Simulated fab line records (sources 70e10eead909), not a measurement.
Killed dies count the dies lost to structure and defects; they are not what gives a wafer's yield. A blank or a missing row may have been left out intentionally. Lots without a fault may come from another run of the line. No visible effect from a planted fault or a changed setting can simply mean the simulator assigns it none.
A lot that was struck, set against a sound lot	flow nand_harc	14 out of 1302 route steps
Sound: wafers L237.1, L237.2, L237.3. Struck: wafers L246.1, L246.3, L246.6. Last of all comes the cause.
At each step with rows: each side's tool, then ch and its chambers, then its first start. Under that, the readings that differ: sound wafers	struck wafers	difference of the means	sigmas: that difference in standard deviations of wafers without a fault.
alike: same words and numbers on both sides, and readings whose means sit less than 2 such deviations apart. not compared: any withheld reading, any reading some wafer has no value for, any bound like >300 that may hide the same value, and any number with overlapping values for which the record gives no deviation.
Wherever a step has rows on one side only, a row that says differs or no value, or a row with sigmas, the two part there. Numbers that don't overlap but have no deviation are shown without sigmas and don't part them. Lack of a reading on every wafer of one side parts them only where that side has two or more wafers.

NHARC_A_CHANNEL_FILL_D2_ALD_03: deposits SiNx, target thk 6 nm, pulse time 60 s, ald cycles 58.
  sound on ald_sin_batch-01 ch 0; struck on ald_sin_batch-02 ch 0
  alike: precursor_pulse_height_rel
then, 1 step without rows for these wafers: NHARC_A_CHANNEL_FILL_D2_ALD_14 (deposits SiO2, target thk 2.5 nm, pulse time 10 s, ald cycles 25).
NHARC_A_CHANNEL_FILL_D2_ALD_15: deposits SiNx, target thk 2 nm, pulse time 60 s, ald cycles 19.
  sound on ald_sin_batch-01 ch 0; struck on ald_sin_batch-01 ch 0
  alike: precursor_pulse_height_rel
NHARC_A_CHANNEL_FILL_D2_ALD_16: deposits SiO2, target thk 1.5 nm, pulse time 10 s, ald cycles 15.
  sound on ald_hk-02 ch 1,2,3, day 16 10:07; struck on ald_hk-03 ch 1,3, day 20 03:17
  alike: heater_power_w, precursor_pulse_height_rel
then, 3 steps without rows for these wafers: NHARC_A_CHANNEL_FILL_D2_ANNEAL_17 (time 1800 s); NHARC_A_CHANNEL_FILL_D2_CVD_18 (deposits poly-Si, target thk 3 nm); NHARC_A_CHANNEL_FILL_D2_ETCHBACK_19 (etches the open film in HBr/Cl2, target depth 5 nm, time 1.7 s).
NHARC_A_CHANNEL_FILL_D2_ETCHBACK_20: etches the open film in C4F8/O2/Ar, target depth 27 nm, time 13.5 s.
  sound on rie_diel-03 ch 1,2,3, day 16 22:31; struck on rie_diel-05 ch 1,2, day 20 15:13
  alike: oes_product_au, rf_vpp_V
  not compared: rf_hours_counter_h
NHARC_A_CHANNEL_FILL_D2_STRIP_28: strips in O2, time 20 s.
  sound on rie_diel-03 ch 0,1,2, day 16 22:37; struck on rie_diel-05 ch 0,1, day 20 15:19
  alike: drypump_motor_current_A, oes_product_au, rf_vpp_V, showerhead_plenum_p_Torr, throttle_valve_pct
  not compared: rf_hours_counter_h
then, 3 steps without rows for these wafers: NHARC_A_CHANNEL_FILL_D2_PRECLEAN_21 (cleans in dHF, time 30 s); NHARC_A_CHANNEL_FILL_D2_SRD_23; NHARC_A_CHANNEL_FILL_D2_CVD_05 (deposits poly-Si, target thk 5 nm).
NHARC_A_CHANNEL_FILL_D2_ANNEAL_22: time 7200 s.
  sound on furnace-01 ch 0, day 17 06:16; struck on furnace-06 ch 0, day 20 22:34
reading	sound	struck	difference	sigmas
spike_tc_bottom_C (C)	640.8 641.3 641.2	629.4 628.8 629.2	-12.0	-11
spike_tc_centre_C (C)	621.7 620.6 619.1	611.0 607.9 606.9	-11.9	-11
spike_tc_lower_C (C)	619.0 621.5 618.1	606.4 608.8 605.4	-12.7	-10
spike_tc_top_C (C)	639.0 640.1 639.3	628.0 628.5 628.9	-11.0	-6
spike_tc_upper_C (C)	619.7 618.2 618.5	604.8 605.0 605.2	-13.8	-12
tube_center_temp_C (C)	620.01 620.03 620.13	607.29 607.34 607.34	-12.73	-99 or more
tube_center_temp_C_max	621.41 621.50 621.67	609.12 608.76 608.83	-12.62	-53
  alike: zone_power_lower_pct
-- record jumps: 9 days between struck wafers' starts before vs after; left off in module A_CHANNEL_FILL_D2, resumes in module END, first step shown is number 1302 of the route --
NHARC_END_SORT_01:
  sound on prober-02 ch 0, day 26 09:50; struck on prober-02 ch 0, day 30 04:30
  alike: killed_at_array, killed_at_other, killed_at_periphery, killed_dies, killed_open, killed_short

== WHERE THEY PART ==
Only at NHARC_A_CHANNEL_FILL_D2_ANNEAL_22, within this record. Later steps at which nothing parts them and some readings are alike: NHARC_END_SORT_01.

WHY: whatever the simulator had introduced
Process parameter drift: furnace-06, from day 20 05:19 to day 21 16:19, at NHARC_A_CHANNEL_FILL_D2_ANNEAL_22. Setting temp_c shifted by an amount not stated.
